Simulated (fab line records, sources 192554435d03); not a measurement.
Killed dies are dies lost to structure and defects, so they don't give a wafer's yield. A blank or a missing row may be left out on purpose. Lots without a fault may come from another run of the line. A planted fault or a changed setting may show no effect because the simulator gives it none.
fab line records | flow n5_finfet
record lots=9 wafers=26 last_day=18
route steps=1938 shown BEOL_M4@1111 BEOL_M7@1302 BEOL_M8@1335 PASSIVATION@1936
lots that met no fault: from a run of the same line without faults
start_h: hours from the record's first day to the start of the lot's first wafer shown | wait_h: hours since the lot's step before | " the same as in the row above | L1.1+2: a row that stands for several wafers | - no value, or no start given | * or withheld: withheld | < > ~ a bound
route shown NAME@n: a module of which the file shows steps, and the number in the route of the first | usual: mean/standard deviation of fault-free wafers | same: alike in all rows | chamber/n: place in a boat | sites: the reading at each site | _std_site: their standard deviation | _edge_site: outer sites' mean less inner sites' | radius_mm: how far each site lies from the wafer's centre | mask NAME#n: copy n | behind: the tool/chamber that last shaped the wafer | hold: why the lot was held/for how many hours/how that ended | device: the transistor (n, p or np) that didn't switch | end of line: the same wafers' tests at the end of the route | a step without rows: its recipe alone | killed: dies lost to structure and defects at the first sort, not the wafer's yield | map: a wafer's dies, x killed, . not, _ none there
set.NAME: the setting as run; set.NAME@STEP: as run at that earlier step | model.NAME: the simulator's own value behind a step, which no gauge read
steps of the route over a sample of lots; a table a step, a row a wafer
services: from which hour (start_h, from the record's first day; less than 0 if before it) a tool's chamber was out of use, for how many hours, and why
## steps
# step N5_BEOL_M4_RC_MEAS_101
# usual DIBL_N=36.4/1.6 DIBL_P=36.2/1.8 IOFF_N=0.159/0.029 IOFF_P=0.21/0.034 ION_N=670/12 ION_P=459/8.2 SS_N=71.5/0.59 SS_P=73.2/0.54 VT_N=250/3.3 VT_P=-250/3.7
# columns lot.wafer tool chamber start_h wait_h DIBL_N[mV/V] DIBL_P[mV/V] IOFF_N[nA/um] IOFF_P[nA/um] ION_N[uA/um] ION_P[uA/um] SS_N[mV/dec] SS_P[mV/dec] VT_N[mV] VT_P[mV]
L189.1 prober-02 0 185.72 0.0 34.2 33.1 0.127 0.17 658 450 71.2 73.0 253 -252
L189.2 " 0 " " 34.8 34.2 0.133 0.19 660 454 70.8 73.5 252 -252
L189.6 " 0 " " 36.8 35.6 0.163 0.21 668 462 72.0 72.5 252 -250
L190.4 prober-02 0 204.10 0.5 34.8 33.3 0.133 0.20 674 465 70.2 73.3 252 -249
L190.5 " 0 " " 37.0 35.7 0.170 0.24 685 464 71.5 72.6 248 -247
L190.6 " 0 " " 36.3 34.5 0.144 0.22 658 459 71.6 73.3 252 -247
L195.1 prober-01 0 243.95 0.0 35.2 33.9 0.121 0.16 656 441 71.2 73.0 254 -259
L195.4 " 0 " " 35.8 34.4 0.130 0.16 657 441 71.6 72.5 257 -258
L195.5 " 0 " " 37.1 36.6 0.148 0.19 664 452 71.6 73.4 252 -256
L196.1 prober-01 0 256.60 0.0 35.4 35.6 0.146 0.17 671 458 71.8 72.9 250 -255
L196.3 " 0 " " 34.2 34.4 0.130 0.15 657 442 72.3 72.1 255 -256
L196.4 " 0 " " 36.1 38.2 0.167 0.20 672 455 72.0 73.4 249 -251
L199.3 prober-01 0 260.21 0.3 34.5 33.8 0.119 0.16 657 449 70.7 72.7 256 -254
L199.4 " 0 " " 36.1 36.9 0.135 0.20 658 459 70.6 73.9 253 -252
L205.1 prober-01 0 293.59 0.0 36.0 35.5 0.161 0.20 663 454 71.7 72.9 253 -254
L205.2 " 0 " " 34.9 33.7 0.129 0.17 654 449 71.8 72.5 257 -254
L205.3 " 0 " " 36.2 38.1 0.158 0.23 675 464 72.1 73.4 253 -251
L207.1 prober-02 0 293.77 0.0 39.8 38.1 0.211 0.25 673 456 72.7 74.5 243 -251
L207.2 " 0 " " 34.7 34.4 0.128 0.20 667 459 70.1 72.9 251 -249
L207.4 " 0 " " 37.9 36.6 0.181 0.24 677 458 72.7 73.4 246 -248
L210.1 prober-01 0 331.48 0.0 36.1 37.1 0.157 0.22 657 458 71.7 73.4 253 -250
L210.2 " 0 " " 37.3 39.1 0.196 0.26 689 472 71.7 73.6 247 -248
L210.4 " 0 " " 33.1 34.9 0.117 0.19 652 460 70.8 72.5 253 -250
L211.2 prober-02 0 335.34 0.2 37.0 37.7 0.179 0.27 671 468 72.1 73.9 248 -245
L211.3 " 0 " " 32.8 33.8 0.114 0.20 657 466 70.8 72.3 255 -246
L211.5 " 0 " " 32.9 34.5 0.119 0.23 660 464 70.8 73.0 249 -247
# step N5_BEOL_M7_ETCH_66
# recipe chemistry=N2/H2 target=SOC target_depth_a=800 overetch_a=160 mask_material=SiARC temp_c=40 time_s=120 ion_energy_ev=200 pressure_mtorr=30 source_w=840 bias_w=150 n2_flow_sccm=200 h2_flow_sccm=200
# usual chamber_pressure_mTorr=30.000/0.027 drypump_motor_current_A=5.7/0.45 oes_product_au=0.61/0.059 rf_vpp_V=524/3.1 showerhead_plenum_p_Torr=2.57/0.11 throttle_valve_pct=17.97/0.21
# same time_s=120
# columns lot.wafer tool chamber start_h wait_h chamber_pressure_mTorr drypump_motor_current_A oes_product_au rf_hours_counter_h rf_vpp_V showerhead_plenum_p_Torr throttle_valve_pct
L189.1 rie_diel-02 1 217.38 0.0 30.001 5.1 0.69 21 523 2.49 17.88
L189.2 " 0 " " 29.963 5.7 0.54 200 523 2.53 18.08
L189.6 " 1 " " 30.004 5.1 0.69 - 523 2.49 17.88
L190.4 rie_diel-04 1 230.81 0.0 30.013 5.2 0.54 240 523 2.50 17.86
L190.5 " 1 " " 30.013 5.2 0.53 - 524 2.50 17.87
L190.6 " 0 " " 30.002 4.8 0.68 - 528 2.72 17.61
L195.1 rie_diel-04 3 271.12 0.0 29.993 6.2 0.58 148 521 2.46 18.29
L195.4 " 0 " " 30.007 4.8 0.66 - 527 2.71 17.65
L195.5 " 2 " " 29.992 6.1 0.63 - 528 2.69 18.06
L196.1 rie_diel-05 1 277.75 0.0 29.995 6.3 0.52 215 523 2.54 18.29
L196.3 " 3 " " 29.962 5.9 0.63 71 528 2.69 17.71
L196.4 " 3 " " 30.018 5.9 0.63 - 526 2.69 17.70
L199.3 rie_diel-05 1 287.82 0.0 30.025 6.3 0.53 220 524 2.53 18.29
L199.4 " 2 " " 30.004 5.5 0.60 - 521 2.45 17.92
L205.1 rie_diel-02 1 318.96 0.0 29.967 5.1 0.65 55 523 2.47 17.93
L205.2 " 0 " " 30.047 5.7 0.53 235 523 2.51 18.15
L205.3 " 2 " " 29.999 5.9 0.62 76 528 2.69 17.89
L207.1 rie_diel-02 2 324.79 0.0 30.040 5.8 0.62 77 527 2.69 17.88
L207.2 " 1 " " 29.955 5.1 0.65 56 522 2.47 17.94
L207.4 " 3 " " 30.029 5.8 0.65 67 522 2.49 18.05
L210.1 rie_diel-02 1 357.64 0.0 30.001 5.1 0.64 66 521 2.47 17.96
L210.2 " 3 " " 30.066 5.7 0.64 78 522 2.49 18.07
L210.4 " 3 " " 30.024 5.7 0.64 - 523 2.49 18.07
L211.2 rie_diel-05 1 361.60 0.0 29.991 6.3 0.51 243 524 2.52 18.31
L211.3 " 2 " " 29.969 5.5 0.57 144 522 2.44 17.96
L211.5 " 2 " " 30.015 5.6 0.58 - 521 2.44 17.97
# step N5_BEOL_M7_CMP_52
# recipe stop_on=SiCOH_lowk t_overpolish_s=6.9 down_force_psi=1 platen_rpm=50 clearing_platen_down_force_psi=1.5 clearing_platen_rpm=50 post_cmp_clean=cu_alkaline target_thk_nm=80 clearing_platen_pad_velocity_m_s=0.99484 pad_velocity_m_s=0.99484
# usual barrier_field_endpoint_s=28.6/0.56 motor_current_A=6.0/0.66 overpolish_run_s=6.900/0.0089 time_to_endpoint_s=60.9/2.7
# columns lot.wafer tool chamber start_h wait_h barrier_field_endpoint_s motor_current_A overpolish_run_s time_to_endpoint_s
L189.1 cmp-01 3 221.42 0.3 28.3 6.5 6.900 61.7
L189.2 " 1 " " 28.6 5.0 6.886 62.9
L189.6 " 0 " " 29.0 5.6 6.908 60.3
L190.4 cmp-03 0 235.64 0.2 28.6 6.4 6.909 60.6
L190.6 " 1 " " 29.4 6.2 6.891 64.0
L190.5 " 2 " " 28.7 5.5 6.893 59.4
L195.4 cmp-03 1 273.36 0.1 46.7 6.5 0.042 81.0
L195.1 " 2 " " 28.5 5.3 6.898 62.2
L195.5 " 2 " " 28.8 5.5 6.914 61.4
L196.3 cmp-03 1 281.72 0.2 46.7 6.1 0.040 81.0
L196.1 " 2 " " 28.4 5.3 6.893 61.3
L196.4 " 3 " " 46.7 6.1 0.031 82.0
L199.3 cmp-03 3 292.48 0.2 46.7 6.0 0.043 81.2
L199.4 " 0 " " 46.7 6.2 0.039 81.4
L205.1 cmp-02 0 322.00 0.3 28.2 6.4 6.892 58.9
L205.3 " 1 " " 26.9 7.6 6.918 56.7
L205.2 " 3 " " 27.7 5.2 6.923 58.1
L207.2 cmp-02 2 328.62 0.4 29.6 5.7 6.898 62.9
L207.1 " 3 " " 28.3 5.6 6.893 57.4
L207.4 " 0 " " 28.4 6.4 6.905 57.4
L210.4 cmp-03 1 360.06 0.1 28.5 6.2 6.898 61.1
L210.1 " 3 " " 29.7 6.0 6.907 62.5
L210.2 " 0 " " 28.1 6.0 6.895 57.3
L211.2 cmp-03 3 364.20 0.3 28.8 6.2 6.895 61.1
L211.3 " 0 " " 28.7 6.3 6.902 57.8
L211.5 " 2 " " 28.8 5.5 6.893 58.0
# step N5_BEOL_M7_THK_MEAS_53
# recipe thk_meas_gauge=xrf reads=Cu_of_BEOL_M7_ECD_50
# usual M7_THK=80.3/1.9
# columns lot.wafer tool chamber start_h wait_h M7_THK[nm]
L189.1 film_metro-02 - 221.71 - 81.3
L189.2 " - " " 77.4
L189.6 " - " " 81.4
L190.4 film_metro-01 - 235.82 - 76.8
L190.5 " - " " 76.7
L190.6 " - " " 81.9
L195.1 film_metro-01 - 273.65 - 81.8
L195.4 " - " " 187.2
L195.5 " - " " 82.3
L196.1 film_metro-01 - 281.98 - 74.8
L196.3 " - " " 190.8
L196.4 " - " " 195.8
L199.3 film_metro-02 - 292.74 - 179.3
L199.4 " - " " 181.1
L205.1 film_metro-02 - 322.29 - 82.5
L205.2 " - " " 79.5
L205.3 " - " " 79.0
L207.1 film_metro-02 - 328.92 - 79.3
L207.2 " - " " 84.4
L207.4 " - " " 80.6
L210.1 film_metro-01 - 360.35 - 82.9
L210.2 " - " " 81.1
L210.4 " - " " 82.3
L211.2 film_metro-01 - 364.42 - 76.1
L211.3 " - " " 79.3
L211.5 " - " " 79.1
# step N5_BEOL_M7_DEP_56
# recipe material=SiCN target_thk_a=100 temp_c=withheld precursor=3MS/NH3 pressure_torr=3 rf_w=202 time_s=17.5
# usual showerhead_plenum_p_Torr=3.666/0.011 throttle_valve_pct=9.2/0.69
# same time_s=17.5
# columns lot.wafer tool chamber start_h wait_h showerhead_plenum_p_Torr throttle_valve_pct
L189.1 pecvd-02 1 221.79 0.0 3.655 9.5
L189.2 " 0 " " 3.670 8.9
L189.6 " 1 " " 3.661 9.7
L190.4 pecvd-01 2 235.90 0.0 3.665 9.0
L190.5 " 1 " " 3.677 8.8
L190.6 " 0 " " 3.655 11.1
L195.1 pecvd-04 0 273.71 0.0 3.689 9.1
L195.4 " 2 " " 3.653 8.5
L195.5 " 0 " " 3.675 9.0
L196.1 pecvd-04 0 282.04 0.0 3.681 9.1
L196.3 " 2 " " 3.644 8.4
L196.4 " 2 " " 3.649 8.6
L199.3 pecvd-04 2 292.80 0.0 3.646 8.7
L199.4 " 2 " " 3.648 8.6
L205.1 pecvd-01 2 322.35 0.0 3.656 9.1
L205.2 " 1 " " 3.672 9.0
L205.3 " 0 " " 3.669 10.7
L207.1 pecvd-01 1 328.98 0.0 3.672 8.8
L207.2 " 0 " " 3.662 11.0
L207.4 " 0 " " 3.661 10.7
L210.1 pecvd-02 0 360.41 0.0 3.681 9.2
L210.2 " 1 " " 3.660 9.6
L210.4 " 0 " " 3.673 9.1
L211.2 pecvd-04 0 364.48 0.0 3.677 9.3
L211.3 " 2 " " 3.655 8.6
L211.5 " 2 " " 3.646 8.5
# step N5_BEOL_M7_INSPECT_58
# recipe inspect_instrument=darkfield mode=post_dep
# usual raw_defect_count=78/30
# columns lot.wafer tool chamber start_h wait_h raw_defect_count
L189.1 defect_inspect-01 - 221.90 0.0 45
L189.2 " - " " 46
L189.6 " - " " 35
L190.4 defect_inspect-01 - 235.98 0.0 90
L190.5 " - " " 48
L190.6 " - " " 106
L195.1 defect_inspect-01 - 273.81 0.0 124
L195.4 " - " " 1282
L195.5 " - " " 63
L196.1 defect_inspect-01 - 282.14 0.0 66
L196.3 " - " " 1228
L196.4 " - " " 1138
L199.3 defect_inspect-02 - 292.90 0.0 1185
L199.4 " - " " 1178
L205.1 defect_inspect-01 - 322.45 0.0 100
L205.2 " - " " 54
L205.3 " - " " 66
L207.1 defect_inspect-01 - 329.07 0.0 93
L207.2 " - " " 66
L207.4 " - " " 57
L210.1 defect_inspect-02 - 360.51 0.0 68
L210.2 " - " " 75
L210.4 " - " " 50
L211.2 defect_inspect-02 - 364.57 0.0 125
L211.3 " - " " 85
L211.5 " - " " 95
# step N5_BEOL_M8_PECVD_70
# recipe material=SiO2 target_thk_a=200 temp_c=400 precursor=TEOS/O2 pressure_torr=5.5 rf_w=450 teos_flow_sccm=53.8 gas=O2 flow_sccm=3000 time_s=22.7
# usual heater_power_w=741/110 showerhead_plenum_p_Torr=8.80/0.05 susceptor_temp_C=400.03/0.23 throttle_valve_pct=22.9/1.6
# same time_s=22.7
# columns lot.wafer tool chamber start_h wait_h heater_power_w showerhead_plenum_p_Torr susceptor_temp_C throttle_valve_pct
L189.1 pecvd-03 1 222.55 0.0 875 8.66 399.88 23.5
L189.2 " 0 " " 861 8.86 399.82 24.0
L189.6 " 2 " " 658 8.83 399.85 21.1
L190.4 pecvd-01 2 237.85 0.1 610 8.80 399.88 22.3
L190.5 " 1 " " 742 8.85 399.94 21.9
L190.6 " 0 " " 1038 8.77 400.36 27.0
L195.1 pecvd-03 2 274.46 0.0 622 8.84 399.59 21.7
L195.5 " 2 " " 624 8.83 399.98 21.5
L196.1 pecvd-02 0 283.27 0.0 748 8.85 399.76 22.4
L205.1 pecvd-03 0 323.10 0.0 900 8.85 399.77 24.1
L205.2 " 1 " " 831 8.66 400.03 23.4
L205.3 " 2 " " 656 8.83 399.75 21.8
L207.1 pecvd-02 0 329.72 0.0 751 8.84 399.48 22.7
L207.2 " 1 " " 679 8.80 399.88 23.6
L207.4 " 1 " " 667 8.80 400.22 23.7
L210.1 pecvd-01 1 361.16 0.0 837 8.84 399.98 21.4
L210.2 " 2 " " 712 8.76 399.84 22.5
L210.4 " 2 " " 732 8.78 399.98 22.2
L211.2 pecvd-01 1 365.22 0.0 698 8.84 400.41 21.8
L211.3 " 0 " " 1013 8.78 400.12 27.4
L211.5 " 0 " " 1007 8.77 399.91 27.2
# step N5_PASSIVATION_PROBE_49
# usual defect_limited_yield=91.1/1.5 killed_at_M0_to_M3=33/9.9 killed_at_M4_up=14/5.2 killed_at_contacts=12/6.7 killed_at_front_end=43/13 killed_at_other=3.4/2.7 killed_dies=105/17 killed_on_rim=14/4.2 killed_open=69/13 killed_short=33/7.5 sort_bin_5_function=5.2/0.91 sort_bin_6_memory=3.3/0.71 sort_n_pass=1075/17 sort_yield_pct=91.1/1.5
# same gross_dies=1180 killed_at_back_side=0 sort_bin_4_leakage[%]=0 sort_bin_8_speed[%]=0
# columns lot.wafer tool chamber start_h wait_h defect_limited_yield[%] killed_at_M0_to_M3 killed_at_M4_up killed_at_contacts killed_at_front_end killed_at_other killed_dies killed_on_rim killed_open killed_short sort_bin_5_function[%] sort_bin_6_memory[%] sort_n_pass sort_yield_pct[%]
L189.1 prober-01 - 299.52 0.0 90.5 25 24 11 49 3 112 14 76 33 6.1 2.9 1068 90.5
L189.2 prober-01 - 299.57 0.1 88.1 22 18 20 75 5 140 21 101 31 5.8 5.2 1040 88.1
L189.6 prober-01 - 299.77 0.3 88.6 29 11 21 70 3 134 17 89 45 6.9 4.2 1046 88.6
L195.1 prober-01 - 342.58 0.0 89.2 53 19 14 39 2 127 19 80 44 5.8 4.6 1053 89.2
L195.4 prober-01 - 342.73 0.2 0 34 1101 12 33 0 1180 152 67 24 4.9 2.6 0 0
L195.5 prober-01 - 342.78 0.2 91.1 33 18 5 48 1 105 21 64 32 4.7 3.1 1075 91.1
L196.1 prober-01 - 357.26 0.0 92.8 25 18 8 31 3 85 15 55 29 5.0 2.0 1095 92.8
L196.3 prober-01 - 357.36 0.1 0 30 1063 27 57 3 1180 152 100 31 6.4 4.6 0 0
L196.4 prober-01 - 357.41 0.2 0 17 1108 7 41 7 1180 152 54 20 4.0 2.5 0 0
L199.3 prober-01 - 365.15 0.2 0 34 1101 3 41 1 1180 152 69 28 4.9 3.2 0 0
L199.4 prober-01 - 365.20 0.2 0 30 1113 4 30 3 1180 152 51 24 4.4 1.9 0 0
# killed by level:class
L189.1 FIN_SAQP:geometric_particle:short=15 MOL_CONTACT_COAG:geometric_particle:open=11 STI_FIN_REVEAL:geometric_particle:open=10 BEOL_M4:geometric_particle:open=9 BEOL_M2:geometric_particle:open=8 GATE_CUT:geometric_particle:short=6 BEOL_M0_SAQP:geometric_particle:open=6 FIN_SAQP:geometric_particle:open=4
L189.2 FIN_SAQP:geometric_particle:open=20 STI_FIN_REVEAL:geometric_particle:open=17 MOL_CONTACT_COAG:geometric_particle:open=16 BEOL_M4:geometric_particle:open=8 DUMMY_GATE:geometric_particle:open=6 BEOL_M0_SAQP:geometric_particle:open=6 BEOL_M2:geometric_particle:open=6 HKMG_FIN:area_etch=6
L189.6 MOL_CONTACT_COAG:geometric_particle:open=18 STI_FIN_REVEAL:geometric_particle:open=16 FIN_SAQP:geometric_particle:short=14 FIN_SAQP:geometric_particle:open=12 BEOL_M1:geometric_particle:open=8 BEOL_M0_SAQP:geometric_particle:short=6 BEOL_M4:geometric_particle:open=6 GATE_CUT:geometric_particle:open=5
L195.1 BEOL_M1:geometric_particle:open=12 MOL_CONTACT_COAG:geometric_particle:open=12 BEOL_M0_SAQP:geometric_particle:short=12 BEOL_M2:geometric_particle:open=11 FIN_SAQP:geometric_particle:short=8 FIN_SAQP:geometric_particle:open=7 BEOL_M3:geometric_particle:open=7 STI_FIN_REVEAL:geometric_particle:open=6
L195.4 BEOL_M7:area_cmp=1089 BEOL_M3:geometric_particle:open=17 MOL_CONTACT_COAG:geometric_particle:open=11 FIN_SAQP:geometric_particle:open=7 STI_FIN_REVEAL:geometric_particle:open=6 BEOL_M0_SAQP:geometric_particle:short=5 ILD0:geometric_particle:open=4 GATE_CUT:geometric_particle:open=4
L195.5 HKMG_FIN:area_etch=9 STI_FIN_REVEAL:geometric_particle:open=8 FIN_SAQP:geometric_particle:open=7 BEOL_M0_SAQP:geometric_particle:short=6 DUMMY_GATE:geometric_particle:open=5 BEOL_M4:geometric_particle:short=5 BEOL_M0_SAQP:geometric_particle:open=5 BEOL_M1:geometric_particle:open=5
L196.1 BEOL_M3:geometric_particle:open=12 BEOL_M4:geometric_particle:open=8 FIN_SAQP:geometric_particle:open=7 STI_FIN_REVEAL:geometric_particle:open=6 MOL_CONTACT_COAG:geometric_particle:open=6 FIN_SAQP:geometric_particle:short=5 BEOL_M1:geometric_particle:open=4 DUMMY_GATE:geometric_particle:open=3
L196.3 BEOL_M7:area_cmp=1047 FIN_SAQP:geometric_particle:open=21 MOL_CONTACT_COAG:geometric_particle:open=21 BEOL_M3:geometric_particle:open=10 DUMMY_GATE:geometric_particle:open=7 MOL_CONTACT_COAG:geometric_particle:short=6 BEOL_M2:geometric_particle:open=6 BEOL_M4:geometric_particle:open=6
L196.4 BEOL_M7:area_cmp=1104 FIN_SAQP:geometric_particle:open=14 BEOL_M3:geometric_particle:open=8 MOL_CONTACT_COAG:geometric_particle:open=6 STI_FIN_REVEAL:geometric_particle:open=5 PAD_METAL:geometric_particle:short=5 STARTING-WAFER:geometric_particle:open=4 FIN_SAQP:geometric_particle:short=3
L199.3 BEOL_M7:area_cmp=1082 BEOL_M4:geometric_particle:open=13 FIN_SAQP:geometric_particle:open=12 BEOL_M0_SAQP:geometric_particle:short=12 STI_FIN_REVEAL:geometric_particle:open=9 DUMMY_GATE:geometric_particle:open=7 BEOL_M0_SAQP:geometric_particle:open=7 BEOL_M2:geometric_particle:open=6
L199.4 BEOL_M7:area_cmp=1105 BEOL_M2:geometric_particle:open=13 FIN_SAQP:geometric_particle:open=7 BEOL_M3:geometric_particle:open=7 FIN_SAQP:geometric_particle:short=5 GATE_CUT:geometric_particle:open=4 MOL_CONTACT_COAG:geometric_particle:open=4 STARTING-WAFER:geometric_particle:short=4
## services
# columns tool chamber start_h hours kind
pecvd-04 2 193.58 2.1 scheduled_down
pecvd-02 2 202.38 - clean
pecvd-02 2 202.38 - consumable_replace:showerhead
pecvd-02 2 202.38 29.0 scheduled_down
pecvd-02 2 202.38 29.0 vent_cycle
rie_diel-05 - 207.71 14.6 pm
cmp-02 - 212.68 4.0 pm
rie_diel-05 1 238.66 19.1 repair
cmp-01 - 244.21 6.1 repair
rie_diel-02 3 253.47 2.3 repair
pecvd-01 - 256.66 1.3 repair
cmp-03 - 263.43 1.4 repair
pecvd-01 0 281.86 2.1 scheduled_down
cmp-03 - 286.11 1.6 repair
pecvd-01 2 293.32 26.4 repair
cmp-01 - 308.39 4.0 pm
pecvd-01 1 312.02 5.0 scheduled_down
cmp-03 - 312.96 3.8 pm
cmp-03 - 324.97 5.1 pm
pecvd-01 - 340.65 9.4 repair
cmp-01 - 348.38 5.5 pm
pecvd-04 2 349.70 5.5 scheduled_down
rie_diel-04 3 352.37 5.9 repair
cmp-03 - 356.03 0.4 repair
## key
first_sign step=N5_BEOL_M7_CMP_52 reading=overpolish_run_s direction=down sigmas=99+ usual=6.900 struck=0.039
effect step=N5_BEOL_M7_CMP_52 reading=barrier_field_endpoint_s direction=up sigmas=32 usual=28.6 struck=46.7
effect step=N5_BEOL_M7_THK_MEAS_53 reading=M7_THK direction=up sigmas=55 usual=80.3 struck=186.8
effect step=N5_BEOL_M7_INSPECT_58 reading=raw_defect_count direction=up sigmas=37 usual=78 struck=1202
effect step=N5_PASSIVATION_PROBE_49 reading=killed_at_M4_up direction=up sigmas=99+ usual=14 struck=1097
more_kills_born_at N5_BEOL_M7_CMP_52@cmp-03=5427
met_at N5_BEOL_M7_CMP_52
struck_lots L195,L196,L199
struck_wafers L195.4,L196.3,L196.4,L199.3,L199.4
later_rows_left_out L195.4,L196.3,L196.4,L199.3,L199.4
not_acting_at N5_BEOL_M7_ETCH_66,N5_BEOL_M7_DEP_56,N5_BEOL_M8_PECVD_70
onset_between 235.64 273.36
fault kind=process_parameter_drift tool=cmp-03 chamber=- onset_h=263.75 steps=N5_BEOL_M7_CMP_52 channel=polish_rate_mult offset=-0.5 shape=step end_h=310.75 scope=struck_wafers_only
# later_rows_left_out: the simulator's readings of these wafers behind a module that went badly wrong aren't trusted and aren't shown, but for the sort
